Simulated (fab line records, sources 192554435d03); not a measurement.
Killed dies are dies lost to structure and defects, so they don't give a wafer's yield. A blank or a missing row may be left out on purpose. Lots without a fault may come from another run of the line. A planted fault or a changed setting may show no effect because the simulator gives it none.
Which tool did it? | flow n5_finfet | 24 lots, 72 wafers sampled, at 6 steps of a route of 1938

WHAT THE GAUGES READ, wafer by wafer
N5_DUMMY_GATE_CD_MEAS_15: target cd 25.8 nm.
lot  | measured    | on        | cd_nm (nm)
L074 | day 3 00:11 | cd_sem-02 | 25.13 24.97 25.41
L075 | day 3 09:41 | cd_sem-02 | 25.08 25.10 25.11
L076 | day 3 10:41 | cd_sem-01 | 24.52 24.98 25.15
L077 | day 3 19:35 | cd_sem-01 | 24.71 24.69 24.75
L078 | day 3 22:39 | cd_sem-03 | 25.15 24.64 25.13
L079 | day 4 04:23 | cd_sem-02 | 24.82 24.79 25.04
L080 | day 4 14:30 | cd_sem-01 | 24.75 24.87 24.88
L081 | day 4 16:30 | cd_sem-03 | 25.17 24.90 25.20
L082 | day 5 00:13 | cd_sem-01 | 25.24 24.97 24.87
L083 | day 5 04:12 | cd_sem-02 | 24.63 24.88 24.88
L084 | day 5 12:04 | cd_sem-01 | 24.86 25.26 25.45
L085 | day 5 17:42 | cd_sem-02 | 24.88 25.30 24.98
L086 | day 6 00:39 | cd_sem-03 | 25.46 25.22 25.03
L087 | day 6 04:34 | cd_sem-01 | 25.34 25.13 25.35
L088 | day 6 13:05 | cd_sem-01 | 25.26 24.94 25.35
L089 | day 6 16:55 | cd_sem-03 | 24.98 25.07 25.06
L090 | day 6 21:01 | cd_sem-01 | 24.92 25.03 24.34
L091 | day 7 04:07 | cd_sem-03 | 25.27 25.42 25.10
L092 | day 7 09:53 | cd_sem-01 | 25.05 24.85 25.11
L093 | day 7 15:17 | cd_sem-03 | 25.28 25.22 24.99
L094 | day 7 23:05 | cd_sem-01 | 25.26 24.71 25.17
L095 | day 8 03:50 | cd_sem-02 | 25.48 25.41 25.10
L096 | day 8 10:23 | cd_sem-02 | 25.65 25.43 24.99
L097 | day 8 17:02 | cd_sem-02 | 25.19 25.19 25.09

WHICH TOOL RAN EACH LOT (tool, then ch and the chambers of the sampled wafers, then the start)
lot  | N5_ZERO_LAYER_ETCH_18           | N5_FIN_SAQP_RECESS_75             | N5_FIN_SAQP_MANDREL1_REMOVE_56  | N5_FIN_SAQP_ETCH_67               | N5_FIN_CUT_ETCH_21
L074 | rie_si-01 ch 0,2,3, day 1 13:39 | vapor_etch-02 ch 0,1, day 2 00:43 | rie_si-02 ch 0,2,3, day 2 02:01 | rie_diel-03 ch 2,3, day 2 03:02   | rie_diel-02 ch 0,2,3, day 2 05:32
L075 | rie_si-01 ch 1,2,3, day 1 19:38 | vapor_etch-01 ch 0,1, day 2 07:01 | rie_si-01 ch 1,3, day 2 08:05   | rie_diel-01 ch 1,2, day 2 08:59   | rie_diel-06 ch 0,1,3, day 2 11:07
L076 | rie_si-05 ch 1,2,3, day 2 01:49 | vapor_etch-02 ch 0,1, day 2 12:07 | rie_si-05 ch 0,2,3, day 2 13:18 | rie_diel-01 ch 1,2,3, day 2 14:11 | rie_diel-02 ch 0,2,3, day 2 16:20
L077 | rie_si-05 ch 0,1,3, day 2 07:44 | vapor_etch-02 ch 0,1, day 2 19:31 | rie_si-02 ch 0,1,3, day 2 20:51 | rie_diel-03 ch 0,1,2, day 2 21:46 | rie_diel-06 ch 0,2, day 3 00:34
L078 | rie_si-01 ch 2,3, day 2 13:00   | vapor_etch-02 ch 0,1, day 2 23:08 | rie_si-02 ch 1,3, day 3 00:21   | rie_diel-04 ch 1,2,3, day 3 01:19 | rie_diel-06 ch 1,3, day 3 04:09
L079 | rie_si-01 ch 0,2, day 2 19:03   | vapor_etch-02 ch 0,1, day 3 05:21 | rie_si-05 ch 1,3, day 3 07:10   | rie_diel-01 ch 1,3, day 3 08:03   | rie_diel-06 ch 0,1,2, day 3 09:55
L080 | rie_si-02 ch 0,2,3, day 3 01:58 | vapor_etch-02 ch 0,1, day 3 12:20 | rie_si-02 ch 0,2,3, day 3 13:42 | rie_diel-01 ch 1,2,3, day 3 14:52 | rie_diel-06 ch 0,2,3, day 3 16:59
L081 | rie_si-01 ch 1,3, day 3 06:56   | vapor_etch-02 ch 0,1, day 3 17:08 | rie_si-02 ch 0,1, day 3 18:41   | rie_diel-03 ch 0,2,3, day 3 19:38 | rie_diel-02 ch 2,3, day 3 21:38
L082 | rie_si-02 ch 0,1,2, day 3 12:55 | vapor_etch-01 ch 0,1, day 3 22:58 | rie_si-01 ch 1,3, day 4 00:10   | rie_diel-01 ch 0,2,3, day 4 01:03 | rie_diel-02 ch 1,3, day 4 03:07
L083 | rie_si-01 ch 1,3, day 3 18:55   | vapor_etch-02 ch 0,1, day 4 05:48 | rie_si-02 ch 1,2, day 4 07:00   | rie_diel-01 ch 0,2, day 4 07:58   | rie_diel-06 ch 0,2,3, day 4 09:50
L084 | rie_si-02 ch 0,1,2, day 4 00:47 | vapor_etch-01 ch 0,1, day 4 10:30 | rie_si-01 ch 0,1,2, day 4 11:50 | rie_diel-04 ch 0,2, day 4 12:43   | rie_diel-02 ch 0,1,2, day 4 14:35
L085 | rie_si-05 ch 0,3, day 4 06:47   | vapor_etch-02 ch 0,1, day 4 17:23 | rie_si-01 ch 0,1,2, day 4 18:49 | rie_diel-01 ch 0,1, day 4 19:53   | rie_diel-02 ch 0,1, day 4 22:16
L086 | rie_si-01 ch 1,2,3, day 4 12:55 | vapor_etch-01 ch 0,1, day 4 23:46 | rie_si-01 ch 1,2,3, day 5 01:58 | rie_diel-01 ch 1,2,3, day 5 02:52 | rie_diel-05 ch 2,3, day 5 05:46
L087 | rie_si-02 ch 1,2,3, day 4 18:55 | vapor_etch-01 ch 0,1, day 5 04:56 | rie_si-01 ch 0,2, day 5 06:08   | rie_diel-03 ch 1,2,3, day 5 07:01 | rie_diel-05 ch 0,2, day 5 08:56
L088 | rie_si-02 ch 1,2,3, day 5 00:47 | vapor_etch-01 ch 0,1, day 5 12:10 | rie_si-02 ch 0,2,3, day 5 13:22 | rie_diel-04 ch 0,3, day 5 14:16   | rie_diel-05 ch 0,1,2, day 5 18:07
L089 | rie_si-01 ch 1,2, day 5 07:23   | vapor_etch-01 ch 0,1, day 5 18:05 | rie_si-02 ch 0,2,3, day 5 19:10 | rie_diel-04 ch 2,3, day 5 20:07   | rie_diel-02 ch 0,2,3, day 5 22:32
L090 | rie_si-05 ch 0,1, day 5 12:55   | vapor_etch-01 ch 0,1, day 5 22:49 | rie_si-01 ch 1,2, day 5 23:53   | rie_diel-03 ch 0,1, day 6 00:47   | rie_diel-02 ch 1,2,3, day 6 02:39
L091 | rie_si-05 ch 1,2,3, day 5 18:58 | vapor_etch-02 ch 1, day 6 04:53   | rie_si-01 ch 1,2, day 6 06:32   | rie_diel-04 ch 1,3, day 6 07:27   | rie_diel-05 ch 2,3, day 6 09:38
L092 | rie_si-01 ch 2,3, day 6 00:47   | vapor_etch-02 ch 0,1, day 6 10:53 | rie_si-05 ch 0,2, day 6 12:05   | rie_diel-03 ch 2,3, day 6 13:07   | rie_diel-05 ch 0,1,3, day 6 15:49
L093 | rie_si-02 ch 0,1,3, day 6 07:02 | vapor_etch-01 ch 0,1, day 6 16:38 | rie_si-01 ch 0,1,2, day 6 18:06 | rie_diel-04 ch 0,1, day 6 19:06   | rie_diel-06 ch 1,2,3, day 6 21:07
L094 | rie_si-01 ch 0,2,3, day 6 12:55 | vapor_etch-02 ch 0,1, day 6 22:36 | rie_si-01 ch 0,2,3, day 6 23:58 | rie_diel-03 ch 0,1,3, day 7 01:25 | rie_diel-05 ch 0,2,3, day 7 03:56
L095 | rie_si-02 ch 0,2, day 6 18:49   | vapor_etch-01 ch 0,1, day 7 05:20 | rie_si-05 ch 0,2, day 7 06:32   | rie_diel-04 ch 0,3, day 7 07:25   | rie_diel-06 ch 2,3, day 7 09:17
L096 | rie_si-05 ch 0,2,3, day 7 00:56 | vapor_etch-02 ch 0,1, day 7 10:52 | rie_si-01 ch 1,2, day 7 12:33   | rie_diel-04 ch 0,3, day 7 13:38   | rie_diel-05 ch 0,1,2, day 7 15:49
L097 | rie_si-01 ch 1,2,3, day 7 07:07 | vapor_etch-01 ch 0,1, day 7 16:53 | rie_si-01 ch 0,1,3, day 7 19:09 | rie_diel-03 ch 0,1,3, day 7 20:10 | rie_diel-06 ch 0,2,3, day 7 22:03
- N5_ZERO_LAYER_ETCH_18: etches Si in HBr/Cl2, target depth 120 nm, time 40 s.
- N5_FIN_SAQP_RECESS_75: chemistry HF/NH3, target SiO2, target depth 14.4 nm, afs cycles 3, sublimation time 60 s.
- N5_FIN_SAQP_MANDREL1_REMOVE_56: chemistry HBr/Cl2/O2, target a-Si, stops on SiNx, bt time 10 s.
- N5_FIN_SAQP_ETCH_67: etches SiNx in CH3F/O2, target depth 30 nm.
- N5_FIN_CUT_ETCH_21: etches SOC in N2/H2, target depth 219 nm, overetch 43.8 nm, time 523.5 s.

WHAT THE TOOLS THEMSELVES READ (means of the sampled wafers that have a number; where no wafer has one, the mark that the record gives instead)
N5_ZERO_LAYER_ETCH_18.
lot  | tool      | drypump_motor_current_A (A) | mfc_cl2_sccm (sccm) | oes_product_au (a.u.) | throttle_valve_pct (%)
L074 | rie_si-01 | 5.5                         | 79.81               | 1.004                 | 36.3
L075 | rie_si-01 | 5.7                         | 79.92               | 1.008                 | 36.3
L076 | rie_si-05 | 5.6                         | 79.68               | 0.984                 | 36.8
L077 | rie_si-05 | 5.9                         | 80.03               | 1.006                 | 36.7
L078 | rie_si-01 | 5.3                         | 80.03               | 1.011                 | 36.3
L079 | rie_si-01 | 5.8                         | 80.22               | 0.994                 | 36.3
L080 | rie_si-02 | 6.1                         | 80.04               | 1.004                 | 36.4
L081 | rie_si-01 | 5.6                         | 80.35               | 1.009                 | 36.2
L082 | rie_si-02 | 6.2                         | 79.91               | 1.003                 | 36.4
L083 | rie_si-01 | 6.0                         | 80.15               | 1.011                 | 36.2
L084 | rie_si-02 | 6.2                         | 80.34               | 1.006                 | 36.4
L085 | rie_si-05 | 6.0                         | 80.28               | 1.010                 | 36.7
L086 | rie_si-01 | 5.6                         | 80.13               | 1.009                 | 36.2
L087 | rie_si-02 | 6.0                         | 79.99               | 1.008                 | 36.3
L088 | rie_si-02 | 6.1                         | 79.80               | 1.008                 | 36.3
L089 | rie_si-01 | 6.0                         | 80.19               | 1.009                 | 36.2
L090 | rie_si-05 | 5.5                         | 80.46               | 1.010                 | 36.4
L091 | rie_si-05 | 5.6                         | 79.87               | 0.987                 | 36.8
L092 | rie_si-01 | 5.3                         | 80.05               | 1.012                 | 36.3
L093 | rie_si-02 | 6.2                         | 79.95               | 1.015                 | 36.6
L094 | rie_si-01 | 5.5                         | 80.06               | 1.003                 | 36.3
L095 | rie_si-02 | 6.3                         | 80.21               | 1.000                 | 36.5
L096 | rie_si-05 | 5.7                         | 79.83               | 0.995                 | 36.8
L097 | rie_si-01 | 5.7                         | 79.97               | 1.014                 | 36.2

N5_FIN_SAQP_RECESS_75.
lot  | tool          | drypump_motor_current_A (A)
L074 | vapor_etch-02 | 5.1
L075 | vapor_etch-01 | 5.7
L076 | vapor_etch-02 | 5.0
L077 | vapor_etch-02 | 5.1
L078 | vapor_etch-02 | 5.0
L079 | vapor_etch-02 | 5.1
L080 | vapor_etch-02 | 5.1
L081 | vapor_etch-02 | 5.1
L082 | vapor_etch-01 | 5.5
L083 | vapor_etch-02 | 5.1
L084 | vapor_etch-01 | 5.5
L085 | vapor_etch-02 | 5.1
L086 | vapor_etch-01 | 5.6
L087 | vapor_etch-01 | 5.8
L088 | vapor_etch-01 | 5.7
L089 | vapor_etch-01 | 5.7
L090 | vapor_etch-01 | 5.7
L091 | vapor_etch-02 | 4.9
L092 | vapor_etch-02 | 5.0
L093 | vapor_etch-01 | 5.5
L094 | vapor_etch-02 | 5.0
L095 | vapor_etch-01 | 5.7
L096 | vapor_etch-02 | 5.0
L097 | vapor_etch-01 | 5.8

N5_FIN_SAQP_MANDREL1_REMOVE_56.
lot  | tool      | drypump_motor_current_A (A) | mfc_cl2_sccm (sccm) | oes_product_au (a.u.) | throttle_valve_pct (%)
L074 | rie_si-02 | 6.1                         | 79.92               | 1.002                 | 36.78
L075 | rie_si-01 | 6.0                         | 79.97               | 1.006                 | 36.53
L076 | rie_si-05 | 5.7                         | 80.28               | 0.988                 | 37.18
L077 | rie_si-02 | 6.2                         | 80.00               | 1.018                 | 36.97
L078 | rie_si-02 | 6.1                         | 80.07               | 1.022                 | 36.92
L079 | rie_si-05 | 6.1                         | 80.03               | 0.985                 | 37.42
L080 | rie_si-02 | 6.1                         | 79.81               | 1.006                 | 36.78
L081 | rie_si-02 | 6.4                         | 80.21               | 1.030                 | 37.04
L082 | rie_si-01 | 6.0                         | 80.15               | 1.014                 | 36.53
L083 | rie_si-02 | 6.1                         | 79.98               | 0.983                 | 36.55
L084 | rie_si-01 | 5.9                         | 80.23               | 0.992                 | 36.64
L085 | rie_si-01 | 5.9                         | 80.09               | 1.014                 | 36.64
L086 | rie_si-01 | 5.7                         | 80.18               | 1.015                 | 36.62
L087 | rie_si-01 | 5.8                         | 80.16               | 0.984                 | 36.73
L088 | rie_si-02 | 6.1                         | 80.04               | 1.003                 | 36.78
L089 | rie_si-02 | 6.1                         | 80.06               | 0.999                 | 36.77
L090 | rie_si-01 | 5.7                         | 79.95               | 1.002                 | 36.65
L091 | rie_si-01 | 5.7                         | 80.00               | 1.009                 | 36.64
L092 | rie_si-05 | 5.1                         | 79.83               | 0.987                 | 36.94
L093 | rie_si-01 | 5.9                         | 80.15               | 1.011                 | 36.64
L094 | rie_si-01 | 5.6                         | 80.13               | 1.010                 | 36.70
L095 | rie_si-05 | 5.1                         | 79.90               | 0.991                 | 36.93
L096 | rie_si-01 | 6.0                         | 79.91               | 1.025                 | 36.56
L097 | rie_si-01 | 5.8                         | 79.85               | 1.002                 | 36.62

N5_FIN_SAQP_ETCH_67.
lot  | tool        | drypump_motor_current_A (A) | oes_f_703_au (a.u.) | oes_product_au (a.u.) | rf_vpp_V (V) | showerhead_plenum_p_Torr (Torr) | throttle_valve_pct (%)
L074 | rie_diel-03 | 5.7                         | 0.74                | 0.77                  | 306          | 2.03                            | 16.56
L075 | rie_diel-01 | 5.5                         | 0.75                | 0.74                  | 294          | 1.92                            | 16.42
L076 | rie_diel-01 | 5.5                         | 0.74                | 0.75                  | 301          | 1.97                            | 16.44
L077 | rie_diel-03 | 5.8                         | 0.85                | 0.87                  | 303          | 2.05                            | 16.26
L078 | rie_diel-04 | 5.3                         | 0.81                | 0.78                  | 295          | 2.01                            | 16.37
L079 | rie_diel-01 | 5.7                         | 0.75                | 0.77                  | 310          | 2.03                            | 16.29
L080 | rie_diel-01 | 5.5                         | 0.73                | 0.74                  | 302          | 1.97                            | 16.44
L081 | rie_diel-03 | 5.9                         | 0.75                | 0.76                  | 304          | 2.03                            | 16.51
L082 | rie_diel-01 | 5.8                         | 0.78                | 0.79                  | 304          | 2.01                            | 16.40
L083 | rie_diel-01 | 6.0                         | 0.82                | 0.82                  | 297          | 2.01                            | 16.34
L084 | rie_diel-04 | 5.2                         | 0.91                | 0.91                  | 302          | 2.14                            | 16.18
L085 | rie_diel-01 | 6.0                         | 0.80                | 0.78                  | 295          | 1.97                            | 16.27
L086 | rie_diel-01 | 5.5                         | 0.73                | 0.74                  | 301          | 1.96                            | 16.47
L087 | rie_diel-03 | 5.6                         | 0.80                | 0.82                  | 306          | 2.04                            | 16.36
L088 | rie_diel-04 | 5.3                         | 0.83                | 0.85                  | 296          | 2.07                            | 16.41
L089 | rie_diel-04 | 5.1                         | 0.84                | 0.82                  | 301          | 2.06                            | 16.24
L090 | rie_diel-03 | 5.9                         | 0.78                | 0.80                  | 301          | 2.10                            | 16.41
L091 | rie_diel-04 | 5.5                         | 0.89                | 0.85                  | 288          | 1.94                            | 16.29
L092 | rie_diel-03 | 5.9                         | 0.75                | 0.77                  | 303          | 1.97                            | 16.46
L093 | rie_diel-04 | 5.6                         | 0.89                | 0.90                  | 293          | 2.09                            | 16.33
L094 | rie_diel-03 | 5.7                         | 0.75                | 0.78                  | 306          | 2.09                            | 16.49
L095 | rie_diel-04 | 5.4                         | 0.81                | 0.83                  | 296          | 2.07                            | 16.44
L096 | rie_diel-04 | 5.4                         | 0.80                | 0.83                  | 295          | 2.07                            | 16.43
L097 | rie_diel-03 | 5.7                         | 0.74                | 0.78                  | 306          | 2.09                            | 16.51

N5_FIN_CUT_ETCH_21.
lot  | tool        | drypump_motor_current_A (A) | oes_product_au (a.u.) | rf_vpp_V (V) | showerhead_plenum_p_Torr (Torr) | throttle_valve_pct (%)
L074 | rie_diel-02 | 5.5                         | 0.72                  | 241.4        | 2.58                            | 17.77
L075 | rie_diel-06 | 5.4                         | 0.69                  | 240.8        | 2.49                            | 17.58
L076 | rie_diel-02 | 5.5                         | 0.71                  | 241.3        | 2.58                            | 17.78
L077 | rie_diel-06 | 5.6                         | 0.68                  | 241.7        | 2.64                            | 17.71
L078 | rie_diel-06 | 5.5                         | 0.73                  | 239.6        | 2.40                            | 17.44
L079 | rie_diel-06 | 5.2                         | 0.69                  | 242.0        | 2.60                            | 17.68
L080 | rie_diel-06 | 5.6                         | 0.73                  | 241.3        | 2.55                            | 17.56
L081 | rie_diel-02 | 5.6                         | 0.71                  | 241.7        | 2.63                            | 17.91
L082 | rie_diel-02 | 5.8                         | 0.73                  | 239.8        | 2.52                            | 17.58
L083 | rie_diel-06 | 5.7                         | 0.72                  | 240.4        | 2.55                            | 17.56
L084 | rie_diel-02 | 5.7                         | 0.71                  | 239.6        | 2.49                            | 17.60
L085 | rie_diel-02 | 5.4                         | 0.71                  | 241.0        | 2.50                            | 17.53
L086 | rie_diel-05 | 5.2                         | 0.82                  | 241.6        | 2.65                            | 17.79
L087 | rie_diel-05 | 5.7                         | 0.79                  | 241.6        | 2.64                            | 17.65
L088 | rie_diel-05 | 5.7                         | 0.81                  | 241.7        | 2.64                            | 17.79
L089 | rie_diel-02 | 5.4                         | 0.69                  | 242.2        | 2.57                            | 17.81
L090 | rie_diel-02 | 5.8                         | 0.70                  | 240.0        | 2.54                            | 17.75
L091 | rie_diel-05 | 5.1                         | 0.80                  | 241.6        | 2.68                            | 17.74
L092 | rie_diel-05 | 5.7                         | 0.81                  | 241.8        | 2.61                            | 17.85
L093 | rie_diel-06 | 5.3                         | 0.71                  | 240.7        | 2.50                            | 17.59
L094 | rie_diel-05 | 5.5                         | 0.80                  | 241.0        | 2.64                            | 17.72
L095 | rie_diel-06 | 5.6                         | 0.75                  | 241.5        | 2.56                            | 17.56
L096 | rie_diel-05 | 5.6                         | 0.79                  | 241.7        | 2.63                            | 17.79
L097 | rie_diel-06 | 5.6                         | 0.78                  | 240.9        | 2.54                            | 17.51

THE ANSWER, worked out from the rows above alone
Rule: what is usual is taken from the lots themselves. Put in order of their means at a reading, lots are off if they are a third of the lots or fewer, leave a main group of 4 or more, and stand apart from it by a gap of 3 or more times the standard deviation of the main group's means; of several such gaps the widest counts. A main group whose means are all the same, to the digits that the tables above print for the reading, isn't used. A lot without any number at a reading at which 4 lots or more have one is off too. The other lots that the step has rows for count as sound. The gauges are gone through in route order, then the tools' own readings, and for those a lot's mean is taken as printed above. The first step at which some lot is off is used, and at that step the reading that is off furthest; a lot without a number counts as furthest.
No lot is off at any reading shown: from this, nothing can be told.

WHAT THE SIMULATOR HAD PUT IN
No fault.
